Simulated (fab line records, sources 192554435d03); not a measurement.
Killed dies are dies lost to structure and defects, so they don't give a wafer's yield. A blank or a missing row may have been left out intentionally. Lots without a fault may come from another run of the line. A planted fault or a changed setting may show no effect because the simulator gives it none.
What tool caused it?	flow n5 finfet	24 lots, 72 wafers sampled, at 5 steps of a route of 1938

## WHAT THE GAUGES READ, wafer by wafer
N5_BEOL_M5_OVL_MEAS_29. Usual: V4_OVL -0.4 nm, standard deviation 0.6.
lot	measured	on	V4_OVL (nm)	flag
L074	day 8 17:45	overlay-01	-0.2 -0.1 -0.2	
L075	day 8 21:20	overlay-02	-0.3 0.7 0.7	
L076	day 9 14:04	overlay-01	-0.5 -0.8 0.0	
L078	day 9 13:55	overlay-01	-0.8 -1.0 -0.2	
L077	day 9 20:06	overlay-02	0.1 0.7 0.7	
L079	day 9 20:03	overlay-01	0.4 -0.5 0.3	
L080	day 10 02:46	overlay-01	0.4 0.1 0.8	
L081	day 10 02:55	overlay-02	-1.6 -2.2 -1.0	
L083	day 10 20:23	overlay-02	-1.2 -0.7 -0.4	
L082	day 10 20:33	overlay-01	0.0 0.4 -0.3	
L085	day 11 02:50	overlay-01	-0.9 -0.5 -0.4	
L084	day 11 02:52	overlay-02	0.1 -1.4 -0.9	
L086	day 11 21:17	overlay-02	-0.5 -1.4 -1.2	
L087	day 11 21:06	overlay-02	-0.3 -0.5 -0.6	
L088	day 12 05:25	overlay-01	-0.4 0.2 0.1	
L090	day 12 15:24	overlay-02	-0.6 -0.5 -1.5	
L089	day 12 21:29	overlay-01	0.0 -0.4 -0.6	
L092	day 12 22:29	overlay-01	-0.6 0.4 0.1	
L091	day 13 01:51	overlay-02	0.7 -0.4 -1.0	
L093	day 13 01:40	overlay-01	-0.2 -0.2 0.3	
L094	day 13 05:47	overlay-02	0.0 -0.9 0.2	
L095	day 14 01:12	overlay-01	0.8 0.5 -0.7	
L096	day 14 01:05	overlay-02	0.0 -0.7 -0.6	
L097	day 14 06:19	overlay-01	-1.4 -0.9 -0.2	

## TOOL THAT RAN EACH LOT (tool first, then ch and the chambers of the sampled wafers, then the start)
lot	N5_BEOL_M4_SPUTTER_79	N5_BEOL_M4_SPUTTER_81	N5_BEOL_M4_SPUTTER_90	N5_BEOL_M4_ANNEAL_51
L074	pvd sputter-01, day 8 08:32	pvd sputter-01, day 8 08:45	pvd sputter-01, day 8 09:25	rtp anneal-02 ch 0, day 8 10:17
L075	pvd sputter-03, day 8 11:59	pvd sputter-03, day 8 12:12	pvd sputter-03, day 8 12:52	rtp anneal-02 ch 0, day 8 13:48
L076	pvd sputter-02, day 9 05:34	pvd sputter-02, day 9 05:47	pvd sputter-02, day 9 06:26	rtp anneal-02 ch 0, day 9 07:20
L078	pvd sputter-01, day 9 05:46	pvd sputter-01, day 9 05:59	pvd sputter-01, day 9 06:38	rtp anneal-01 ch 0, day 9 07:30
L077	pvd sputter-01, day 9 09:59	pvd sputter-01, day 9 10:12	pvd sputter-01, day 9 10:52	rtp anneal-01 ch 0, day 9 12:34
L079	pvd sputter-03, day 9 10:34	pvd sputter-03, day 9 10:47	pvd sputter-03, day 9 11:27	rtp anneal-02 ch 0, day 9 12:29
L080	pvd sputter-03, day 9 15:32	pvd sputter-03, day 9 15:46	pvd sputter-03, day 9 16:25	rtp anneal-02 ch 0, day 9 17:19
L081	pvd sputter-03, day 9 19:00	pvd sputter-03, day 9 19:13	pvd sputter-03, day 9 19:53	rtp anneal-02 ch 0, day 9 20:47
L083	pvd sputter-02, day 10 10:56	pvd sputter-02, day 10 11:10	pvd sputter-02, day 10 11:49	rtp anneal-01 ch 0, day 10 12:49
L082	pvd sputter-02, day 10 12:47	pvd sputter-02, day 10 13:00	pvd sputter-02, day 10 13:40	rtp anneal-01 ch 0, day 10 14:56
L085	pvd sputter-01, day 10 15:35	pvd sputter-01, day 10 15:48	pvd sputter-01, day 10 16:28	rtp anneal-01 ch 0, day 10 17:27
L084	pvd sputter-03, day 10 16:06	pvd sputter-03, day 10 16:19	pvd sputter-03, day 10 16:59	rtp anneal-01 ch 0, day 10 17:53
L086	pvd sputter-03, day 11 11:29	pvd sputter-03, day 11 11:42	pvd sputter-03, day 11 12:22	rtp anneal-02 ch 0, day 11 13:16
L087	pvd sputter-02, day 11 14:18	pvd sputter-02, day 11 14:31	pvd sputter-02, day 11 15:11	rtp anneal-01 ch 0, day 11 16:20
L088	pvd sputter-03, day 11 22:41	pvd sputter-03, day 11 22:54	pvd sputter-03, day 11 23:34	rtp anneal-02 ch 0, day 12 00:25
L090	pvd sputter-02, day 12 07:05	pvd sputter-02, day 12 07:18	pvd sputter-02, day 12 07:58	rtp anneal-01 ch 0, day 12 08:54
L089	pvd sputter-01, day 12 10:19	pvd sputter-01, day 12 10:32	pvd sputter-01, day 12 11:12	rtp anneal-02 ch 0, day 12 12:09
L092	pvd sputter-03, day 12 13:53	pvd sputter-03, day 12 14:06	pvd sputter-03, day 12 14:46	rtp anneal-02 ch 0, day 12 15:37
L091	pvd sputter-03, day 12 15:43	pvd sputter-03, day 12 15:56	pvd sputter-03, day 12 16:36	rtp anneal-01 ch 0, day 12 17:32
L093	pvd sputter-02, day 12 18:40	pvd sputter-02, day 12 18:53	pvd sputter-02, day 12 19:33	rtp anneal-02 ch 0, day 12 20:25
L094	pvd sputter-01, day 12 21:27	pvd sputter-01, day 12 21:40	pvd sputter-01, day 12 22:20	rtp anneal-02 ch 0, day 12 23:14
L095	pvd sputter-03, day 13 18:40	pvd sputter-03, day 13 18:53	pvd sputter-03, day 13 19:32	rtp anneal-02 ch 0, day 13 20:23
L096	pvd sputter-01, day 13 18:52	pvd sputter-01, day 13 19:05	pvd sputter-01, day 13 19:44	rtp anneal-02 ch 0, day 13 20:40
L097	pvd sputter-01, day 13 21:48	pvd sputter-01, day 13 22:01	pvd sputter-01, day 13 22:41	rtp anneal-02 ch 0, day 13 23:32
- N5_BEOL_M4_SPUTTER_79: material Cu, target thk 4.5 nm, time 8.29 s.
- N5_BEOL_M4_SPUTTER_81: material Cu, target thk 4.5 nm, time 8.29 s.
- N5_BEOL_M4_SPUTTER_90: material Cu, target thk 4.5 nm, time 8.29 s.
- N5_BEOL_M4_ANNEAL_51: time 90 s.

## AS READ BY THE TOOLS THEMSELVES (means over the sampled wafers that have a number; for cases with no such wafer, the mark the record gives instead)
N5_BEOL_M4_SPUTTER_79. Usual: chuck gas flow sccm 1.27 sccm, standard deviation 0.051; throttle valve pct 30.0 %, standard deviation 0.76.
lot	tool	chuck gas flow sccm (sccm)	throttle valve pct (%)	flag
L074	pvd sputter-01	1.26	29.5	
L075	pvd sputter-03	1.25	30.2	
L076	pvd sputter-02	1.28	29.5	
L078	pvd sputter-01	1.30	29.9	
L077	pvd sputter-01	1.29	30.5	
L079	pvd sputter-03	1.29	29.8	
L080	pvd sputter-03	1.27	30.4	
L081	pvd sputter-03	1.23	30.4	
L083	pvd sputter-02	1.29	29.3	
L082	pvd sputter-02	1.21	29.9	
L085	pvd sputter-01	1.22	30.3	
L084	pvd sputter-03	1.24	29.9	
L086	pvd sputter-03	1.27	30.0	
L087	pvd sputter-02	1.29	29.1	
L088	pvd sputter-03	1.27	30.1	
L090	pvd sputter-02	1.25	29.6	
L089	pvd sputter-01	1.26	30.9	
L092	pvd sputter-03	1.24	30.1	
L091	pvd sputter-03	1.22	29.9	
L093	pvd sputter-02	1.31	29.7	
L094	pvd sputter-01	1.30	30.4	
L095	pvd sputter-03	1.18	30.0	
L096	pvd sputter-01	1.22	29.8	
L097	pvd sputter-01	1.28	30.0	

N5_BEOL_M4_SPUTTER_81. Usual: chuck gas flow sccm 1.27 sccm, standard deviation 0.055; throttle valve pct 30.0 %, standard deviation 0.78.
lot	tool	chuck gas flow sccm (sccm)	throttle valve pct (%)	flag
L074	pvd sputter-01	1.25	29.3	
L075	pvd sputter-03	1.25	30.1	
L076	pvd sputter-02	1.25	29.6	
L078	pvd sputter-01	1.29	29.8	
L077	pvd sputter-01	1.32	30.7	
L079	pvd sputter-03	1.27	29.8	
L080	pvd sputter-03	1.25	30.5	
L081	pvd sputter-03	1.26	30.2	
L083	pvd sputter-02	1.34	29.2	
L082	pvd sputter-02	1.28	29.9	
L085	pvd sputter-01	1.30	30.2	
L084	pvd sputter-03	1.28	29.9	
L086	pvd sputter-03	1.20	30.1	
L087	pvd sputter-02	1.33	29.1	
L088	pvd sputter-03	1.23	30.3	
L090	pvd sputter-02	1.27	29.6	
L089	pvd sputter-01	1.24	30.9	
L092	pvd sputter-03	1.21	30.1	
L091	pvd sputter-03	1.23	29.9	
L093	pvd sputter-02	1.29	29.4	
L094	pvd sputter-01	1.19	30.4	
L095	pvd sputter-03	1.27	30.1	
L096	pvd sputter-01	1.31	29.8	
L097	pvd sputter-01	1.30	30.1	

N5_BEOL_M4_SPUTTER_90. Usual: chuck gas flow sccm 1.27 sccm, standard deviation 0.056; throttle valve pct 30.0 %, standard deviation 0.77.
lot	tool	chuck gas flow sccm (sccm)	throttle valve pct (%)	flag
L074	pvd sputter-01	1.28	29.6	
L075	pvd sputter-03	1.23	30.1	
L076	pvd sputter-02	1.23	29.4	
L078	pvd sputter-01	1.32	30.0	
L077	pvd sputter-01	1.28	30.7	
L079	pvd sputter-03	1.26	30.0	
L080	pvd sputter-03	1.32	30.3	
L081	pvd sputter-03	1.23	30.3	
L083	pvd sputter-02	1.29	29.2	
L082	pvd sputter-02	1.32	29.9	
L085	pvd sputter-01	1.28	30.2	
L084	pvd sputter-03	1.21	29.9	
L086	pvd sputter-03	1.25	30.0	
L087	pvd sputter-02	1.26	29.0	
L088	pvd sputter-03	1.28	30.2	
L090	pvd sputter-02	1.27	29.5	
L089	pvd sputter-01	1.31	31.0	
L092	pvd sputter-03	1.31	30.0	
L091	pvd sputter-03	1.23	29.9	
L093	pvd sputter-02	1.23	29.6	
L094	pvd sputter-01	1.37	30.6	
L095	pvd sputter-03	1.23	30.1	
L096	pvd sputter-01	1.24	29.7	
L097	pvd sputter-01	1.31	30.0	

N5_BEOL_M4_ANNEAL_51. Usual: wafer_temp_C_max 226.17, standard deviation 0.29.
lot	tool	wafer_temp_C_max	flag
L074	rtp anneal-02	225.95	
L075	rtp anneal-02	226.16	
L076	rtp anneal-02	225.99	
L078	rtp anneal-01	226.63	
L077	rtp anneal-01	226.18	
L079	rtp anneal-02	226.01	
L080	rtp anneal-02	226.19	
L081	rtp anneal-02	226.08	
L083	rtp anneal-01	226.50	
L082	rtp anneal-01	226.28	
L085	rtp anneal-01	226.19	
L084	rtp anneal-01	226.02	
L086	rtp anneal-02	226.11	
L087	rtp anneal-01	226.42	
L088	rtp anneal-02	226.39	
L090	rtp anneal-01	226.16	
L089	rtp anneal-02	226.32	
L092	rtp anneal-02	226.25	
L091	rtp anneal-01	226.11	
L093	rtp anneal-02	225.99	
L094	rtp anneal-02	225.95	
L095	rtp anneal-02	226.00	
L096	rtp anneal-02	226.03	
L097	rtp anneal-02	226.06	

## THE ANSWER, worked out from the rows above alone
Rule: take the mean of a lot's wafers that have a number; if it is more than 3 standard deviations from the usual mean, the lot is off. Also off: a lot with no number at a reading for which 4 or more lots have one. Any other lot the step has rows for is counted as sound. After the gauges, taken in route order, come the tools' own readings; for these a lot's mean is taken, as printed above. The first step at which some lot is off is used, and at that step the reading that is off furthest; a lot without a number counts as furthest.
Nothing can be told from this: no lot is off at any reading shown.

## WHAT THE SIMULATOR HAD INSERTED
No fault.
